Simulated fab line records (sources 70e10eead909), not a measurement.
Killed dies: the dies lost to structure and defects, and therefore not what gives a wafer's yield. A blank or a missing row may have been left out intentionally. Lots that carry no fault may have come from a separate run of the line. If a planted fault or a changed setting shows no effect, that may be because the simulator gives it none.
fab line records ; flow nandHarc ; part 1 of 2: steps 1 to 5 of 6
record lots=9; wafers=27; lastDay=31
route steps=1302 shown A_CHANNEL_FILL_D1@492 END@1301
lots untouched by any fault: they come from a run of this same line in which no faults occurred
startH: hours from the record's first day to the start of the lot's first wafer shown ; waitH: hours since the lot's step before ; " repeats the value in the row above ; L1.1+2: several wafers, shown together as one row ; - no value, or no start given ; * or withheld: withheld ; < > ~ a bound
route shown NAME@n: NAME is a module with steps in the file, n the number in the route of the first one ; usual: mean/standard deviation of fault-free wafers ; same: alike in all rows ; chamber/n: place in a boat ; sites: per-site readings ; _std_site: the standard deviation of these ; _edge_site: mean of outer sites minus mean of inner sites ; radiusMm: for every site, how far away it sits from the centre of the wafer ; mask NAME#n: copy n ; behind: the tool/chamber that last shaped the wafer ; hold: what put the lot on hold/how long, in hours/how the hold closed ; device: names the non-switching transistor (n, p or np) ; end of line: at the end of the route, the tests of the same wafers ; a step given without rows: its recipe and nothing more ; killed: the dies lost at the first sort to structure and to defects; this is not the yield of the wafer ; map: per-die view of a wafer (x killed, . not killed, _ where there is no die)
set.NAME: the setting the step ran with; set.NAME@STEP: the setting that earlier step ran with ; model.NAME: the simulator's own value behind a step, which no gauge read
one table for each step of the route and one row for each wafer, over a sample of lots
services: a tool's chamber out of use, with start hour (startH, from the record's first day; less than 0 if before it), hours out, and reason
## steps
# step NHARC_A_CHANNEL_FILL_D1_ALD_02
# recipe targetThkA=60; pulseTimeS=10; aldCycles=60; tempC=300; material=SiO2
# usual heaterPowerW=480/36; precursorPulseHeightRel=0.998/0.021
lot.wafer;tool;chamber;startH;waitH;heaterPowerW;precursorPulseHeightRel
L251.1;aldHk-01;1;199.64;-;571;1.009
L251.4;aldHk-01;3;199.64;-;512;1.004
L251.6;aldHk-01;1;199.64;-;539;1.020
L253.1;aldHk-04;0;211.67;-;432;0.978
L253.2;aldHk-04;1;211.67;-;480;1.011
L253.5;aldHk-04;0;211.67;-;430;1.006
L255.3;aldHk-02;3;247.66;-;500;0.995
L255.4;aldHk-02;0;247.66;-;453;0.987
L255.5;aldHk-02;2;247.66;-;466;0.999
L256.3;aldHk-01;3;266.99;-;511;1.007
L256.2;aldHk-01;1;266.99;-;567;1.021
L256.5;aldHk-01;0;266.99;-;449;0.994
L257.2;aldHk-01;0;268.10;-;455;0.996
L257.4;aldHk-01;2;268.10;-;448;0.986
L257.5;aldHk-01;1;268.10;-;558;0.990
L258.2;aldHk-02;2;275.78;-;467;1.015
L258.6;aldHk-02;0;275.78;-;458;1.021
L258.5;aldHk-02;1;275.78;-;478;0.962
L259.1;aldHk-02;2;285.01;-;488;0.989
L259.4;aldHk-02;0;285.01;-;456;0.978
L259.6;aldHk-02;2;285.01;-;464;0.999
L261.3;aldHk-04;0;288.24;-;437;1.013
L261.4;aldHk-04;1;288.24;-;474;1.033
L261.5;aldHk-04;2;288.24;-;426;1.032
L268.2;aldHk-02;0;374.36;-;427;0.959
L268.1;aldHk-02;1;374.36;-;467;1.011
L268.3;aldHk-02;3;374.36;-;512;0.993
# step NHARC_A_CHANNEL_FILL_D1_ALD_14
# recipe targetThkA=25; pulseTimeS=10; aldCycles=25; tempC=300; material=SiO2
# usual heaterPowerW=480/37; precursorPulseHeightRel=0.998/0.021
lot.wafer;tool;chamber;startH;waitH;heaterPowerW;precursorPulseHeightRel
L251.4;aldHk-01;1;206.69;0.0;549;0.997
L251.1;aldHk-01;0;206.69;0.0;460;0.997
L251.6;aldHk-01;2;206.69;0.0;450;1.022
L253.1;aldHk-01;0;217.92;0.0;462;0.996
L253.2;aldHk-01;2;217.92;0.0;447;1.010
L253.5;aldHk-01;1;217.92;0.0;559;0.997
L255.3;aldHk-01;0;254.93;0.1;472;0.985
L255.4;aldHk-01;1;254.93;0.1;546;1.014
L255.5;aldHk-01;3;254.93;0.1;500;0.995
L257.4;aldHk-02;1;274.02;0.0;457;0.996
L257.2;aldHk-02;0;274.02;0.0;451;0.999
L257.5;aldHk-02;2;274.02;0.0;454;0.986
L256.3;aldHk-01;1;274.02;0.0;554;1.001
L256.2;aldHk-01;2;274.02;0.0;456;1.010
L256.5;aldHk-01;1;274.02;0.0;551;0.980
L258.2;aldHk-04;0;282.73;0.1;450;1.006
L258.5;aldHk-04;2;282.73;0.1;425;1.009
L258.6;aldHk-04;3;282.73;0.1;512;0.989
L259.1;aldHk-02;2;292.05;0.1;458;0.957
L259.4;aldHk-02;0;292.05;0.1;460;1.011
L259.6;aldHk-02;1;292.05;0.1;475;0.940
L261.3;aldHk-01;1;295.52;0.0;547;1.023
L261.4;aldHk-01;0;295.52;0.0;451;0.991
L261.5;aldHk-01;1;295.52;0.0;555;0.952
L268.3;aldHk-02;1;381.43;0.0;478;0.960
L268.2;aldHk-02;3;381.43;0.0;506;1.017
L268.1;aldHk-02;0;381.43;0.0;429;0.968
# step NHARC_A_CHANNEL_FILL_D1_CVD_18
# recipe targetThkA=30; tempC=550; material=poly-Si
# usual spikeTcBottomC=571.5/2.1; spikeTcCentreC=549.8/1.2; spikeTcLowerC=550.9/1.6; spikeTcTopC=569.5/2; spikeTcUpperC=549.1/1.2; tubeCenterTempC=550/0.049
lot.wafer;tool;chamber;startH;waitH;spikeTcBottomC;spikeTcCentreC;spikeTcLowerC;spikeTcTopC;spikeTcUpperC;tubeCenterTempC
L251.1;lpcvdPoly-03;0;222.49;-;569.6;549.3;549.1;568.9;549.0;550.07
L251.4;lpcvdPoly-03;0;222.49;-;569.8;551.0;549.3;570.1;549.5;550.02
L251.6;lpcvdPoly-03;0;222.49;-;569.7;551.5;549.3;569.5;550.4;549.94
L253.1;lpcvdPoly-03;0;232.88;-;570.2;550.3;551.1;568.4;550.7;549.99
L253.2;lpcvdPoly-03;0;232.88;-;569.7;549.1;550.2;569.5;549.9;549.99
L253.5;lpcvdPoly-03;0;232.88;-;569.6;549.8;549.3;568.9;549.8;549.96
L255.3;lpcvdPoly-03;0;269.91;-;570.2;549.6;549.0;569.3;548.5;550.04
L255.4;lpcvdPoly-03;0;269.91;-;569.6;548.9;549.2;568.4;549.2;549.99
L255.5;lpcvdPoly-03;0;269.91;-;568.6;549.1;549.9;568.0;550.6;550.05
L256.2;lpcvdPoly-01;0;289.05;-;572.7;551.0;553.7;570.2;550.2;550
L256.3;lpcvdPoly-01;0;289.05;-;574.4;548.2;552.8;570.8;550.2;550.03
L256.5;lpcvdPoly-01;0;289.05;-;571.1;549.5;552.1;570.9;548.5;550.03
L257.2;lpcvdPoly-01;0;289.05;-;571.0;548.4;549.8;572.1;551.0;549.97
L257.4;lpcvdPoly-01;0;289.05;-;572.2;550.8;553.7;570.0;549.3;549.99
L257.5;lpcvdPoly-01;0;289.05;-;572.1;548.7;551.1;573.0;550.8;550.09
L258.2;lpcvdPoly-03;0;297.74;-;570.3;548.7;549.9;568.4;549.4;550.02
L258.5;lpcvdPoly-03;0;297.74;-;571.8;549.8;549.5;568.6;549.2;550.01
L258.6;lpcvdPoly-03;0;297.74;-;568.4;548.0;548.9;569.4;550.2;549.94
L259.1;lpcvdPoly-01;0;307.07;-;571.8;551.3;552.1;572.8;548.5;549.97
L259.4;lpcvdPoly-01;0;307.07;-;574.2;550.0;553.7;569.0;550.2;549.97
L259.6;lpcvdPoly-01;0;307.07;-;573.2;552.9;551.7;572.7;551.1;549.96
L261.3;lpcvdPoly-02;0;310.45;-;587.3;563.0;566.3;580.7;561.2;563.65
L261.4;lpcvdPoly-02;0;310.45;-;585.3;563.2;564.5;580.4;561.2;563.6
L261.5;lpcvdPoly-02;0;310.45;-;588.4;560.5;563.4;580.6;562.2;563.52
L268.1;lpcvdPoly-02;0;396.33;-;575.0;550.3;550.3;568.0;549.3;550.01
L268.2;lpcvdPoly-02;0;396.33;-;572.6;547.8;551.8;568.1;546.5;550.01
L268.3;lpcvdPoly-02;0;396.33;-;573.2;548.6;553.0;568.4;548.7;550.1
# step NHARC_A_CHANNEL_FILL_D1_STRIP_29
# recipe timeS=20; o2FlowSccm=500; arFlowSccm=0; biasW=0; chemistry=O2
# usual drypumpMotorCurrentA=5.8/0.54; mfcArSccm=0.0008/0.0021; oesProductAu=1.003/0.011; rfVppV=57.6/0.98; showerheadPlenumPTorr=3.52/0.19; throttleValvePct=17.037/0.0097
# same biasW=0
lot.wafer;tool;chamber;startH;waitH;drypumpMotorCurrentA;mfcArSccm;oesProductAu;rfHoursCounterH;rfVppV;showerheadPlenumPTorr;throttleValvePct
L251.1;rieDiel-13;3;-;-;5.4;0.0012;0.987;5.0;56.7;3.45;17.041
L251.4;rieDiel-13;1;-;-;5.6;0;0.989;4.1;56.7;3.30;17.044
L251.6;rieDiel-13;0;-;-;6.2;0.0047;1.003;-;56.6;3.78;17.052
L253.1;rieDiel-08;1;-;-;6.0;0;0.999;3.0;58.5;3.79;17.040
L253.2;rieDiel-08;3;-;-;6.7;0;1.011;3.2;56.7;3.31;17.026
L253.5;rieDiel-08;1;-;-;6.0;0;1.005;-;57.8;3.79;17.032
L255.4;rieDiel-08;2;-;-;6.0;0;1.017;4.4;58.4;3.64;17.024
L255.3;rieDiel-08;3;-;-;6.7;0;1.013;4.9;56.7;3.31;17.044
L255.5;rieDiel-08;0;-;-;5.1;0;1.003;-;57.7;3.33;17.050
L257.2;rieDiel-08;0;-;-;5.1;0;0.999;4.9;57.1;3.33;17.061
L257.4;rieDiel-08;1;-;-;6.0;0;0.998;4.7;58.6;3.79;17.012
L257.5;rieDiel-08;0;-;-;5.1;0;1.003;-;56.8;3.33;17.044
L256.3;rieDiel-08;0;-;-;5.1;0;1.004;5.0;56.7;3.33;17.031
L256.2;rieDiel-08;1;-;-;6.0;0;1.006;4.7;59.4;3.79;17.037
L256.5;rieDiel-08;0;-;-;5.1;0;1.015;-;57.6;3.33;17.023
L258.2;rieDiel-13;2;-;-;5.0;0;1.019;8.3;57.4;3.38;17.029
L258.6;rieDiel-13;3;-;-;5.4;0.0012;1.004;-;60.5;3.44;17.042
L258.5;rieDiel-13;0;-;-;6.2;0.0047;1.008;-;60.6;3.78;17.027
L259.1;rieDiel-08;0;-;-;5.1;0;1.008;6.4;56.8;3.33;17.024
L259.4;rieDiel-08;1;-;-;6.0;0;1.007;5.8;57.3;3.79;17.041
L259.6;rieDiel-08;0;-;-;5.1;0;1.014;-;56.1;3.33;17.029
L261.3;rieDiel-08;1;-;-;6.0;0;0.998;6.0;58.0;3.79;17.045
L261.4;rieDiel-08;2;-;-;6.0;0;1.003;6.5;59.4;3.64;17.036
L261.5;rieDiel-08;0;-;-;5.1;0;0.998;-;57.8;3.33;17.044
L268.2;rieDiel-08;0;-;-;5.1;0;1.004;1.2;57.7;3.33;17.028
L268.1;rieDiel-08;1;-;-;6.0;0;1.001;1.3;57.9;3.79;17.033
L268.3;rieDiel-08;2;-;-;6.0;0;0.996;1.4;57.5;3.64;17.021
# step NHARC_END_WLT_00
# usual VT_DECK1_BOTTOM=0.874/0.0066; VT_DECK1_BOTTOM_INNER=0.873/0.0062; VT_DECK1_MEDIAN_NEAR_BOTTOM=0.874/0.0069; VT_DECK1_MEDIAN_NEAR_BOTTOM_INNER=0.875/0.0062; VT_DECK1_MIDDLE=0.887/0.0054; VT_DECK1_MIDDLE_INNER=0.888/0.0061; VT_DECK1_TOP=0.899/0.0066; VT_DECK1_TOP_INNER=0.899/0.0067; VT_DECK2_BOTTOM=0.872/0.0076; VT_DECK2_BOTTOM_INNER=0.873/0.0076; VT_DECK2_MEDIAN_NEAR_BOTTOM=0.874/0.0079; VT_DECK2_MEDIAN_NEAR_BOTTOM_INNER=0.873/0.0077; VT_DECK2_MIDDLE=0.886/0.0078; VT_DECK2_MIDDLE_INNER=0.885/0.0072; VT_DECK2_TOP=0.897/0.0083; VT_DECK2_TOP_INNER=0.898/0.0083
lot.wafer;tool;chamber;startH;waitH;hold;VT_DECK1_BOTTOM;VT_DECK1_BOTTOM_INNER;VT_DECK1_MEDIAN_NEAR_BOTTOM;VT_DECK1_MEDIAN_NEAR_BOTTOM_INNER;VT_DECK1_MIDDLE;VT_DECK1_MIDDLE_INNER;VT_DECK1_TOP;VT_DECK1_TOP_INNER;VT_DECK2_BOTTOM;VT_DECK2_BOTTOM_INNER;VT_DECK2_MEDIAN_NEAR_BOTTOM;VT_DECK2_MEDIAN_NEAR_BOTTOM_INNER;VT_DECK2_MIDDLE;VT_DECK2_MIDDLE_INNER;VT_DECK2_TOP;VT_DECK2_TOP_INNER
L251.1;prober-01;-;569.81;0.0;-;0.878;0.872;0.876;0.874;0.889;0.886;0.905;0.894;0.852;0.859;0.866;0.861;0.882;0.888;0.893;0.898
L251.4;prober-01;-;571.32;1.6;-;0.874;0.868;0.873;0.874;0.884;0.890;0.903;0.897;0.872;0.875;0.869;0.873;0.887;0.881;0.886;0.889
L251.6;prober-01;-;572.32;2.6;-;0.877;0.871;0.890;0.872;0.879;0.888;0.893;0.892;0.866;0.863;0.861;0.871;0.880;0.886;0.902;0.887
L253.1;prober-02;-;569.82;0.1;-;0.876;0.885;0.879;0.878;0.886;0.898;0.901;0.906;0.874;0.882;0.872;0.879;0.892;0.886;0.896;0.906
L253.2;prober-02;-;569.82;0.1;-;0.879;0.874;0.894;0.887;0.896;0.895;0.896;0.893;0.871;0.871;0.873;0.872;0.887;0.881;0.904;0.902
L253.5;prober-02;-;571.86;2.1;-;0.876;0.877;0.882;0.877;0.890;0.882;0.892;0.904;0.875;0.874;0.887;0.873;0.879;0.885;0.892;0.896
L255.3;prober-02;-;623.87;1.1;-;0.886;0.880;0.881;0.880;0.896;0.897;0.911;0.914;0.871;0.870;0.869;0.863;0.884;0.885;0.902;0.895
L255.4;prober-02;-;623.87;1.1;-;0.882;0.879;0.887;0.893;0.898;0.898;0.906;0.913;0.876;0.882;0.889;0.884;0.898;0.894;0.904;0.902
L255.5;prober-02;-;623.87;1.1;-;0.877;0.884;0.882;0.881;0.893;0.886;0.908;0.911;0.884;0.875;0.887;0.880;0.889;0.885;0.894;0.897
L257.2;prober-01;-;638.67;0.5;-;0.875;0.873;0.870;0.869;0.884;0.893;0.903;0.897;0.865;0.867;0.869;0.865;0.884;0.876;0.880;0.887
L257.4;prober-01;-;639.67;1.5;-;0.871;0.880;0.877;0.876;0.890;0.885;0.893;0.895;0.863;0.857;0.857;0.868;0.879;0.875;0.892;0.882
L257.5;prober-01;-;639.67;1.5;-;0.873;0.871;0.876;0.881;0.879;0.890;0.895;0.902;0.862;0.863;0.857;0.866;0.878;0.876;0.884;0.883
L256.2;prober-02;-;643.72;0.6;-;0.875;0.876;0.869;0.876;0.884;0.884;0.894;0.896;0.877;0.870;0.873;0.881;0.885;0.880;0.906;0.900
L256.3;prober-02;-;643.72;0.6;-;0.866;0.870;0.869;0.867;0.892;0.883;0.897;0.889;0.862;0.865;0.871;0.862;0.877;0.879;0.909;0.906
L256.5;prober-02;-;645.22;2.1;-;0.870;0.868;0.874;0.873;0.880;0.880;0.893;0.893;0.864;0.862;0.868;0.865;0.880;0.880;0.906;0.900
L259.1;prober-02;-;654.41;0.1;-;0.876;0.871;0.876;0.874;0.880;0.889;0.898;0.901;0.873;0.883;0.885;0.884;0.895;0.890;0.909;0.909
L259.4;prober-02;-;655.89;1.5;-;0.871;0.865;0.879;0.864;0.880;0.886;0.894;0.893;0.881;0.875;0.878;0.882;0.899;0.898;0.900;0.896
L259.6;prober-02;-;655.89;1.5;-;0.875;0.876;0.864;0.879;0.886;0.889;0.896;0.893;0.868;0.866;0.869;0.873;0.891;0.887;0.907;0.903
L258.2;prober-02;-;662.64;4.1;-;0.869;0.869;0.870;0.875;0.882;0.884;0.894;0.894;0.870;0.866;0.880;0.872;0.877;0.879;0.894;0.884
L258.5;prober-02;-;664.17;5.6;-;0.875;0.882;0.878;0.875;0.885;0.885;0.904;0.895;0.873;0.869;0.867;0.874;0.888;0.879;0.887;0.888
L258.6;prober-02;-;664.17;5.6;-;0.868;0.869;0.872;0.870;0.888;0.887;0.900;0.899;0.868;0.869;0.876;0.869;0.887;0.877;0.885;0.885
L261.3;prober-01;-;663.09;4.5;awaitDispo/0.2h/release;0.924;0.929;0.929;0.925;0.948;0.951;0.961;0.963;0.874;0.879;0.878;0.872;0.896;0.899;0.905;0.903
L261.4;prober-01;-;663.09;4.5;awaitDispo/0.2h/release;0.934;0.926;0.930;0.935;0.947;0.953;0.955;0.967;0.879;0.881;0.881;0.884;0.886;0.892;0.898;0.900
L261.5;prober-01;-;663.09;4.5;awaitDispo/0.2h/release;0.925;0.916;0.923;0.929;0.942;0.946;0.964;0.959;0.885;0.885;0.888;0.889;0.895;0.892;0.908;0.905
L261.3;prober-01;-;670.90;7.3;-;0.924;0.926;0.924;0.919;0.933;0.939;0.956;0.961;0.874;0.875;0.879;0.880;0.889;0.887;0.912;0.907
L261.4;prober-01;-;670.90;7.3;-;0.924;0.929;0.940;0.925;0.941;0.947;0.955;0.954;0.881;0.884;0.883;0.879;0.891;0.897;0.908;0.910
L261.5;prober-01;-;670.90;7.3;-;0.925;0.926;0.935;0.917;0.948;0.946;0.954;0.958;0.889;0.885;0.888;0.885;0.894;0.889;0.911;0.906
L268.1;prober-02;-;736.09;0.1;-;0.867;0.866;0.869;0.870;0.886;0.895;0.902;0.899;0.890;0.875;0.884;0.882;0.896;0.895;0.908;0.904
L268.2;prober-02;-;736.09;0.1;-;0.869;0.871;0.864;0.874;0.880;0.884;0.889;0.899;0.883;0.882;0.884;0.881;0.891;0.892;0.909;0.906
L268.3;prober-02;-;736.09;0.1;-;0.877;0.877;0.875;0.877;0.883;0.890;0.894;0.898;0.876;0.885;0.887;0.878;0.894;0.899;0.900;0.907
## key
firstSign step=NHARC_A_CHANNEL_FILL_D1_CVD_18; reading=tubeCenterTempC; direction=up; sigmas=99+; usual=*; struck=*
effect step=NHARC_A_CHANNEL_FILL_D1_CVD_18; reading=spikeTcCentreC; direction=up; sigmas=11; usual=549.8; struck=562.2
effect step=NHARC_END_WLT_00; reading=VT_DECK1_MIDDLE; direction=up; sigmas=11; usual=0.887; struck=0.946
effect step=NHARC_END_SORT_01; reading=hold; direction=added
metAt NHARC_A_CHANNEL_FILL_D1_CVD_18
struckLots L261
testerLeftOut L261
notActingAt NHARC_A_CHANNEL_FILL_D1_ALD_02,NHARC_A_CHANNEL_FILL_D1_ALD_14,NHARC_A_CHANNEL_FILL_D1_STRIP_29
fault kind=processParameterDrift; tool=lpcvdPoly-02; chamber=-; onsetH=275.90; steps=NHARC_P_GATE_CVD_17,NHARC_A_SOURCE_PLATE_CVD_03,NHARC_A_CHANNEL_FILL_D1_CVD_18,NHARC_A_CHANNEL_FILL_D1_CVD_05,NHARC_A_CHANNEL_FILL_D1_CVD_09,NHARC_A_DECK1_JOINT_CVD_12,NHARC_A_CHANNEL_FILL_D2_CVD_18,NHARC_A_CHANNEL_FILL_D2_CVD_05,+2; channel=tempC; offset=*; shape=step; endH=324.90
# testerLeftOut: of these lots the tester's yield and bins aren't shown, on N5 and GAA mostly nor the transistor test; their killed dies are dies lost to structure and defects alone, not to doping, threshold or leakage, so they don't give the yield
